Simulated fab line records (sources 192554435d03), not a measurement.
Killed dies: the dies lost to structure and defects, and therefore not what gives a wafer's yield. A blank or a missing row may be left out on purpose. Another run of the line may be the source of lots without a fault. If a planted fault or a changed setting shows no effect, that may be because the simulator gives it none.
fab line records	flow n5Finfet
record lots=7	wafers=21	lastDay=18
route steps=1938 shown START@1 ZERO_LAYER@2 BEOL_M4@1111
lots with no fault: from the same line, run without faults
startH: hours from the record's opening day to when the first of the lot's shown wafers began	waitH: time in hours since the lot's previous step	" the same as in the row above	L1.1+2: several wafers, shown together as one row	- value missing, or start not given	* or withheld: withheld	< > ~ a bound
route shown NAME@n: NAME is a module with steps in the file, n the number in the route of the first one	usual: the fault-free wafers' mean and standard deviation	same: alike in all rows	chamber/n: place in a boat	sites: each site's reading	_std_site: standard deviation of those values	_edge_site: inner sites' mean taken away from outer sites' mean	radiusMm: for every site, how far away it sits from the centre of the wafer	mask NAME#n: copy n	behind: tool/chamber where the wafer was last shaped	hold: cause of the lot's hold/its duration in hours/its outcome	device: transistor that didn't switch, given as n, p or np	end of line: the route-end tests of the same wafers	for a step that has no rows: nothing shown but its recipe	killed: count of dies lost to structure and defects at first sort (not the wafer's yield)	map: shows each die of a wafer: x if killed, . if not, _ if none is there
set.NAME: the setting as run; set.NAME@STEP: as run at that earlier step	model.NAME: the simulator's own value behind a step, which no gauge read
a table for each step, a row for each wafer; lots at some steps of the route
services: from which hour (startH, from the record's first day; less than 0 if before it) a tool's chamber was out of use, for how many hours, and why
## steps
# step N5_START_INSPECT_01
# recipe inspectInstrument=unpatternedScan	mode=incoming
# usual rawDefectCount=6.0/2.4
lot.wafer	tool	chamber	startH	waitH	rawDefectCount
L733.2	defectInspect-02	-	24.03	-	7
L733.5	"	-	"	"	5
L733.6	"	-	"	"	1
L734.2	defectInspect-01	-	30.03	-	2
L734.4	"	-	"	"	4
L734.5	"	-	"	"	4
L746.1	defectInspect-02	-	102.03	-	7
L746.4	"	-	"	"	5
L746.6	"	-	"	"	5
L747.1	defectInspect-01	-	108.03	-	3
L747.2	"	-	"	"	10
L747.6	"	-	"	"	5
L748.1	defectInspect-02	-	114.03	-	4
L748.3	"	-	"	"	7
L748.5	"	-	"	"	5
L752.1	defectInspect-02	-	138.03	-	5
L752.5	"	-	"	"	3
L752.6	"	-	"	"	8
L754.1	defectInspect-02	-	150.03	-	8
L754.5	"	-	"	"	6
L754.6	"	-	"	"	8
# step N5_ZERO_LAYER_PRECLEAN_00
# recipe chemistry=SPM	timeS=600	tempC=120	mix=4:1
# step N5_ZERO_LAYER_SRD_01
# recipe timeS=30	tempC=23	rinseLiquid=diw	dry=n2Spin	spinRpm=1500	dryTimeS=30
# step N5_ZERO_LAYER_PECVD_02
# recipe material=SiO2	targetThkA=100	tempC=400	precursor=SiH4/N2O	pressureTorr=0.75	rfW=275	timeS=6
# usual chamberPressureTorr=0.7499/0.0017	heaterPowerW=793/120	showerheadPlenumPTorr=8.17/0.074
lot.wafer	tool	chamber	startH	waitH	chamberPressureTorr	heaterPowerW	showerheadPlenumPTorr
L733.2	pecvd-01	0	24.28	0.0	0.7494	807	8.20
L733.5	"	1	"	"	0.7499	689	8.13
L733.6	"	0	"	"	0.7480	794	8.21
L734.2	pecvd-02	1	30.47	0.0	0.7501	877	8.14
L734.4	"	1	"	"	0.7501	896	8.13
L734.5	"	1	"	"	0.7527	894	8.12
L746.1	pecvd-01	0	102.28	0.0	0.7523	753	8.20
L746.4	"	0	"	"	0.7528	768	8.21
L746.6	"	2	"	"	0.7503	814	8.23
L747.1	pecvd-04	2	108.28	0.0	0.7488	960	8.13
L747.2	"	1	"	"	0.7482	974	7.98
L747.6	"	1	"	"	0.7463	983	8.01
L748.1	pecvd-01	2	114.29	0.0	0.7512	812	8.23
L748.3	"	1	"	"	0.7502	584	8.16
L748.5	"	2	"	"	0.7522	814	8.19
L752.1	pecvd-02	2	138.28	0.0	0.7491	576	8.19
L752.5	"	0	"	"	0.7490	750	8.22
L752.6	"	2	"	"	0.7480	612	8.17
L754.1	pecvd-04	2	150.29	0.0	0.7521	974	8.14
L754.5	"	1	"	"	0.7477	1001	8.00
L754.6	"	2	"	"	0.7508	981	8.15
# step N5_ZERO_LAYER_HMDS_04
# recipe timeS=60	tempC=120
# step N5_ZERO_LAYER_COAT_05
# recipe spinRpm=1500	resistThkNm=1000
# step N5_ZERO_LAYER_EBR_07
# recipe solvent=PGMEA	ebrWidthMm=1.5
# step N5_ZERO_LAYER_SOFTBAKE_06
# recipe tempC=100	timeS=90
# step N5_ZERO_LAYER_EXPOSE_08
# recipe maskId=ZERO	na=0.55	sourceShape=conventional	sigmaOuter=0.8	polarization=unpolarized	defocusNm=0	targetCdNm=2000	doseMj=16.2
# usual exposureDoseMJCm2=16.195/0.015
lot.wafer	tool	chamber	startH	waitH	mask	exposureDoseMJCm2
L733.2	krfScanner-01	0	24.60	-	ZERO#0	16.200
L733.5	"	0	"	"	ZERO#0	16.198
L733.6	"	0	"	"	ZERO#0	16.205
L734.2	krfScanner-02	0	30.81	-	ZERO#0	16.183
L734.4	"	0	"	"	ZERO#0	16.171
L734.5	"	0	"	"	ZERO#0	16.182
L746.1	krfScanner-01	0	102.46	-	ZERO#0	15.042
L746.4	"	0	"	"	ZERO#0	15.032
L746.6	"	0	"	"	ZERO#0	15.044
L747.1	krfScanner-01	0	108.46	-	ZERO#0	15.266
L747.2	"	0	"	"	ZERO#0	15.264
L747.6	"	0	"	"	ZERO#0	15.275
L748.1	krfScanner-01	0	114.47	-	ZERO#0	15.444
L748.3	"	0	"	"	ZERO#0	15.435
L748.5	"	0	"	"	ZERO#0	15.444
L752.1	krfScanner-02	0	138.47	-	ZERO#0	16.182
L752.5	"	0	"	"	ZERO#0	16.200
L752.6	"	0	"	"	ZERO#0	16.177
L754.1	krfScanner-02	0	150.47	-	ZERO#0	16.183
L754.5	"	0	"	"	ZERO#0	16.193
L754.6	"	0	"	"	ZERO#0	16.173
# step N5_ZERO_LAYER_PEB_09
# recipe pebTempC=withheld	pebTimeS=*
# step N5_ZERO_LAYER_DEVELOP_10
# recipe developTimeS=60	rinseLiquid=diw	dry=airSpin	devTempC=21
# step N5_ZERO_LAYER_HARDBAKE_23
# recipe tempC=130	timeS=120
# step N5_ZERO_LAYER_CD_MEAS_11
# recipe targetCdNm=2000	landingEnergyEv=500	detector=seInlens
# usual cdNm=2000.1/1.6
lot.wafer	tool	chamber	startH	waitH	cdNm
L733.2	cdSem-03	0	24.77	-	1998.1
L733.5	"	0	"	"	1996.9
L733.6	"	0	"	"	1998.7
L734.2	cdSem-01	0	30.98	-	2003.5
L734.4	"	0	"	"	2002.1
L734.5	"	0	"	"	2003.8
L746.1	cdSem-03	0	102.64	-	1987.6
L746.4	"	0	"	"	1986.9
L746.6	"	0	"	"	1986.8
L747.1	cdSem-03	0	108.64	-	1985.7
L747.2	"	0	"	"	1987.1
L747.6	"	0	"	"	1986.3
L748.1	cdSem-02	0	114.65	-	1991.8
L748.3	"	0	"	"	1992.6
L748.5	"	0	"	"	1992.6
L752.1	cdSem-02	0	138.64	-	2003.6
L752.5	"	0	"	"	2002.1
L752.6	"	0	"	"	2002.0
L754.1	cdSem-03	0	150.65	-	1998.1
L754.5	"	0	"	"	1998.6
L754.6	"	0	"	"	1997.8
# step N5_ZERO_LAYER_DESCUM_16
# recipe chemistry=O2	timeS=7.9	sourcePowerW=50	biasPowerW=20	pressureMtorr=20	rfFrequencyHz=2.712e+07	tempC=40	o2FlowSccm=225
# usual drypumpMotorCurrentA=5.8/0.55	oesProductAu=0.74/0.053	rfVppV=243.1/1.5	showerheadPlenumPTorr=2.09/0.081	throttleValvePct=20.44/0.16
lot.wafer	tool	chamber	startH	waitH	drypumpMotorCurrentA	oesProductAu	rfHoursCounterH	rfVppV	showerheadPlenumPTorr	throttleValvePct	model.ZERO_LAYER.cdNm
L733.2	rieDiel-04	0	24.81	0.0	5.4	0.82	110	245.2	2.19	20.48	1998
L733.5	"	1	"	"	5.4	0.71	-	244.2	2.15	20.57	1997
L733.6	"	2	"	"	6.1	0.72	-	243.8	2.08	20.50	-
L734.2	rieDiel-04	0	31.25	0.3	5.4	0.80	112	244.4	2.19	20.48	2003
L734.4	"	1	"	"	5.4	0.70	215	244.1	2.15	20.56	2002
L734.5	"	1	"	"	5.4	0.70	-	243.3	2.15	20.56	2004
L746.1	rieDiel-03	3	102.68	0.0	6.5	0.70	245	240.6	1.98	20.52	1988
L746.4	"	1	"	"	6.1	0.75	125	245.5	2.20	20.54	1987
L746.6	"	0	"	"	5.1	0.76	-	241.8	2.01	20.25	1987
L747.1	rieDiel-03	1	108.75	0.1	6.1	0.74	127	244.3	2.20	20.54	1986
L747.2	"	0	"	"	5.2	0.75	147	242.6	2.01	20.25	1987
L747.6	"	2	"	"	5.5	0.74	-	242.2	2.08	20.47	1986
L748.1	rieDiel-04	1	114.76	0.1	5.4	0.69	238	244.6	2.14	20.60	1992
L748.3	"	2	"	"	6.1	0.72	212	241.7	2.07	20.55	1993
L748.5	"	0	"	"	5.4	0.79	-	244.0	2.18	20.50	1993
L752.1	rieDiel-01	1	138.68	0.0	4.7	0.68	249	244.0	2.14	20.70	2003
L752.5	"	1	"	"	4.7	0.67	-	243.8	2.14	20.69	2002
L752.6	"	0	"	"	5.9	0.99	-	246.1	2.23	20.13	2002
L754.1	rieDiel-03	1	150.69	0.0	6.1	0.74	135	245.7	2.20	20.55	1998
L754.5	"	1	"	"	6.1	0.74	-	244.0	2.20	20.55	1998
L754.6	"	2	"	"	5.5	0.73	-	244.0	2.08	20.50	1997
# step N5_ZERO_LAYER_ETCH_17
# recipe chemistry=CF4	target=SiO2	targetDepthA=120	timeS=13.3	ionEnergyEv=350	pressureMtorr=40	sourceW=450	biasW=215	Ar_flow_sccm=100	cf4FlowSccm=100
# usual drypumpMotorCurrentA=5.8/0.55	oesProductAu=0.74/0.052	rfVppV=948/5	showerheadPlenumPTorr=2.14/0.079	throttleValvePct=15.71/0.16
lot.wafer	tool	chamber	startH	waitH	drypumpMotorCurrentA	oesProductAu	rfHoursCounterH	rfVppV	showerheadPlenumPTorr	throttleValvePct
L733.2	rieDiel-04	0	24.84	0.0	5.4	0.81	110	954	2.24	15.73
L733.5	"	1	"	"	5.4	0.70	-	953	2.21	15.89
L733.6	"	2	"	"	6.1	0.73	-	950	2.13	15.76
L734.2	rieDiel-04	0	31.28	0.0	5.4	0.81	112	953	2.24	15.72
L734.4	"	1	"	"	5.4	0.71	215	954	2.21	15.91
L734.5	"	1	"	"	5.4	0.70	-	954	2.21	15.90
L746.1	rieDiel-03	3	102.71	0.0	6.4	0.69	245	942	2.03	15.75
L746.4	"	1	"	"	6.1	0.75	125	954	2.24	15.73
L746.6	"	0	"	"	5.1	0.75	-	943	2.07	15.53
L747.1	rieDiel-03	1	108.78	0.0	6.1	0.75	127	954	2.23	15.72
L747.2	"	0	"	"	5.1	0.75	147	944	2.06	15.52
L747.6	"	2	"	"	5.5	0.75	-	948	2.14	15.76
L748.1	rieDiel-04	1	114.80	0.0	5.4	0.68	238	951	2.20	15.94
L748.3	"	2	"	"	6.1	0.71	212	948	2.12	15.81
L748.5	"	0	"	"	5.4	0.79	-	954	2.23	15.76
L752.1	rieDiel-01	1	138.72	0.0	4.7	0.68	249	951	2.19	16.02
L752.5	"	1	"	"	4.7	0.68	-	952	2.19	16.00
L752.6	"	0	"	"	5.9	0.98	-	957	2.27	15.33
L754.1	rieDiel-03	1	150.72	0.0	6.1	0.74	135	953	2.23	15.74
L754.5	"	1	"	"	6.1	0.73	-	954	2.23	15.74
L754.6	"	2	"	"	5.4	0.74	-	949	2.14	15.78
# step N5_ZERO_LAYER_ETCH_18
# recipe chemistry=HBr/Cl2	target=Si	targetDepthA=1200	timeS=40	pressureMtorr=10	icpW=800	biasW=75	HBr_flow_sccm=150	Cl2_flow_sccm=80
# usual drypumpMotorCurrentA=5.6/0.5	oesProductAu=1.008/0.015	throttleValvePct=36.32/0.24
lot.wafer	tool	chamber	startH	waitH	drypumpMotorCurrentA	oesProductAu	rfHoursCounterH	throttleValvePct	model.ZERO_LAYER.cdNm
L733.2	rieSi-04	2	24.91	0.0	6.8	1.006	95	35.91	1998
L733.5	"	1	"	"	4.9	1.010	-	36.49	1997
L733.6	"	2	"	"	6.7	1.004	-	35.92	1998
L734.2	rieSi-03	3	31.35	0.0	6.1	1.037	107	36.26	2003
L734.4	"	3	"	"	6.1	1.038	-	36.29	2002
L734.5	"	2	"	"	5.6	0.991	-	36.38	2004
L746.1	rieSi-01	1	102.79	0.0	5.4	0.994	15	36.71	1988
L746.4	"	3	"	"	5.1	1.007	-	36.28	1987
L746.6	"	2	"	"	5.9	1.005	-	36.24	1987
L747.1	rieSi-03	3	108.86	0.0	6.1	1.041	109	36.27	1986
L747.2	"	2	"	"	5.6	0.987	3	36.37	1987
L747.6	"	1	"	"	5.9	1.013	-	36.60	1986
L748.1	rieSi-04	2	114.87	0.0	6.7	0.999	97	35.91	1992
L748.3	"	0	"	"	5.7	1.022	151	36.26	1993
L748.5	"	2	"	"	6.7	1.000	-	35.95	1993
L752.1	rieSi-01	0	138.79	0.0	5.1	1.032	44	36.38	2003
L752.5	"	2	"	"	5.9	1.002	-	36.24	2002
L752.6	"	3	"	"	5.1	1.006	-	36.28	2002
L754.1	rieSi-01	0	150.79	0.0	5.1	1.022	44	36.40	1998
L754.5	"	3	"	"	5.1	1.001	-	36.29	1998
L754.6	"	0	"	"	5.1	1.028	-	36.37	1997
# step N5_ZERO_LAYER_STRIP_24
# recipe chemistry=O2	powerW=1000	tempC=250	overashFraction=0.3	pressureMtorr=1000	o2FlowSccm=6750
# usual drypumpMotorCurrentA=5.51/0.18	heaterPowerW=354/22	oesProductAu=0.648/0.0043	stripTimeToEndpointS=43.90/0.097
lot.wafer	tool	chamber	startH	waitH	drypumpMotorCurrentA	heaterPowerW	oesProductAu	rfHoursCounterH	stripTimeToEndpointS
L733.2	plasmaAsher-01	1	25.02	0.1	5.26	337	0.652	80	43.98
L733.5	"	1	"	"	5.26	331	0.662	-	43.92
L733.6	"	0	"	"	5.60	381	0.645	-	43.93
L734.2	plasmaAsher-01	1	31.46	0.1	5.26	334	0.657	82	43.79
L734.4	"	1	"	"	5.26	341	0.648	-	43.73
L734.5	"	0	"	"	5.61	377	0.646	-	43.73
L746.1	plasmaAsher-01	1	102.89	0.1	5.26	333	0.637	96	43.86
L746.4	"	0	"	"	5.57	375	0.648	-	43.89
L746.6	"	1	"	"	5.27	338	0.647	-	43.77
L747.1	plasmaAsher-02	0	108.96	0.1	5.73	382	0.649	42	43.84
L747.2	"	1	"	"	5.42	323	0.652	42	43.78
L747.6	"	0	"	"	5.73	381	0.652	-	43.79
L748.1	plasmaAsher-02	1	114.97	0.1	5.41	331	0.649	43	43.91
L748.3	"	0	"	"	5.71	380	0.643	-	43.81
L748.5	"	0	"	"	5.76	377	0.646	-	43.87
L752.1	plasmaAsher-02	0	138.89	0.1	5.72	376	0.646	46	43.91
L752.5	"	1	"	"	5.44	329	0.649	-	43.96
L752.6	"	0	"	"	5.76	376	0.641	-	43.86
L754.1	plasmaAsher-02	0	150.90	0.1	5.78	374	0.651	49	44.01
L754.5	"	0	"	"	5.74	371	0.651	-	44.03
L754.6	"	1	"	"	5.42	337	0.647	-	43.95
# step N5_BEOL_M4_RC_MEAS_101
# usual DIBL_N=35.9/1.4	DIBL_P=35.9/1.7	IOFF_N=0.155/0.023	IOFF_P=0.201/0.029	ION_N=672/8.8	ION_P=460/7	SS_N=71.6/0.48	SS_P=73.1/0.64	VT_N=250.0/3	VT_P=-251.6/3
lot.wafer	tool	chamber	startH	waitH	DIBL_N[mV/V]	DIBL_P[mV/V]	IOFF_N[nA/um]	IOFF_P[nA/um]	ION_N[uA/um]	ION_P[uA/um]	SS_N[mV/dec]	SS_P[mV/dec]	VT_N[mV]	VT_P[mV]
L733.2	prober-02	0	183.09	0.2	34.8	33.7	0.131	0.188	665	462	71.6	71.9	254.0	-249.1
L733.5	"	0	"	"	35.7	34.9	0.139	0.206	666	462	71.8	73.1	251.4	-247.9
L733.6	"	0	"	"	36.3	36.9	0.167	0.238	673	464	71.9	73.9	247.6	-244.8
L734.2	prober-02	0	194.47	0.2	37.3	36.8	0.160	0.201	665	460	71.9	73.2	251.1	-252.7
L734.4	"	0	"	"	35.7	34.2	0.129	0.169	670	452	70.9	72.5	255.2	-253.7
L734.5	"	0	"	"	34.6	33.3	0.116	0.159	660	453	71.2	72.6	257.5	-254.8
L747.1	prober-01	0	269.18	0.0	39.0	37.0	0.170	0.219	675	459	72.4	73.6	247.8	-255.0
L747.2	"	0	"	"	37.8	35.2	0.148	0.186	671	450	70.7	73.0	252.3	-253.5
L747.6	"	0	"	"	39.6	38.5	0.191	0.237	684	463	72.0	74.2	247.0	-248.9
L746.1	prober-02	0	274.33	0.0	36.0	36.6	0.150	0.225	664	461	71.5	73.4	249.7	-246.4
L746.4	"	0	"	"	35.9	36.3	0.149	0.228	679	474	70.9	73.1	250.8	-247.4
L746.6	"	0	"	"	36.1	37.4	0.154	0.236	666	459	71.6	73.0	252.0	-248.6
L748.1	prober-02	0	275.34	0.0	37.0	37.2	0.169	0.215	691	466	71.7	73.4	248.9	-250.8
L748.3	"	0	"	"	36.5	36.3	0.147	0.201	675	464	71.2	73.2	250.6	-250.9
L748.5	"	0	"	"	35.7	34.7	0.131	0.173	669	459	71.8	72.3	254.2	-253.4
L752.1	prober-01	0	304.23	0.0	35.2	36.3	0.178	0.210	670	457	71.9	73.7	245.9	-247.7
L752.5	"	0	"	"	34.9	35.6	0.163	0.206	677	464	71.5	73.9	247.7	-251.7
L752.6	"	0	"	"	34.4	35.6	0.162	0.198	666	454	71.1	73.4	247.2	-248.7
L754.1	prober-02	0	311.49	0.0	34.9	34.0	0.134	0.199	669	469	71.5	72.6	254.6	-251.2
L754.5	"	0	"	"	35.8	34.6	0.145	0.206	670	463	72.1	73.7	249.8	-252.6
L754.6	"	0	"	"	35.1	34.6	0.141	0.203	667	459	71.2	72.7	251.0	-249.2
## services
tool	chamber	startH	hours	kind
krfScanner-01	-	1.90	3.6	pm
rieSi-01	-	2.44	0.9	repair
rieSi-04	3	2.96	1.7	repair
plasmaAsher-02	-	4.42	1.2	repair
krfScanner-02	-	7.25	1.3	pm
rieSi-04	-	21.28	2.8	pm
krfScanner-02	-	23.65	1.0	pm
rieSi-03	1	25.62	12.0	repair
krfScanner-01	-	28.19	1.3	pm
krfScanner-01	-	37.52	1.0	pm
rieDiel-01	-	40.54	1.4	repair
krfScanner-01	-	43.23	0.3	repair
rieSi-01	3	46.02	3.3	repair
plasmaAsher-02	-	70.22	0.7	repair
pecvd-01	2	75.70	6.5	repair
rieDiel-04	0	78.56	1.2	repair
krfScanner-02	-	96.36	3.0	pm
rieSi-01	0	97.66	6.8	repair
rieDiel-03	-	123.29	14.6	pm
krfScanner-02	-	123.47	4.4	pm
rieDiel-04	2	124.85	24.6	repair
krfScanner-01	-	132.08	0.8	pm
krfScanner-01	-	144.05	0.8	pm
pecvd-01	-	146.33	0.9	repair
## key
firstSign step=N5_ZERO_LAYER_EXPOSE_08	reading=exposureDoseMJCm2	direction=down	sigmas=63	usual=16.195	struck=15.250
effect step=N5_ZERO_LAYER_CD_MEAS_11	reading=cdNm	direction=down	sigmas=7	usual=2000.1	struck=1988.6	through=controlLoop
modelEffect step=N5_ZERO_LAYER_DESCUM_16	value=ZERO_LAYER.cdNm	without=2000	struck=1989
modelEffect step=N5_ZERO_LAYER_ETCH_18	value=ZERO_LAYER.cdNm	without=2000	struck=1989
metAt N5_ZERO_LAYER_EXPOSE_08
struckWafers L746.1,L746.4,L746.6,L747.1,L747.2,L747.6,L748.1,L748.3,L748.5
loopTrim step=N5_ZERO_LAYER_EXPOSE_08	setting=dose	lots=L747,L748
onsetBetween 24.60 102.46
fault kind=processParameterDrift	tool=krfScanner-01	chamber=-	onsetH=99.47	steps=N5_ZERO_LAYER_EXPOSE_08	channel=doseMj	offset=-1.16	shape=step	actsIn=theseRecipesOnly	stated=16.2
# loopTrim: a control loop set the setting to another value than it would have without faults
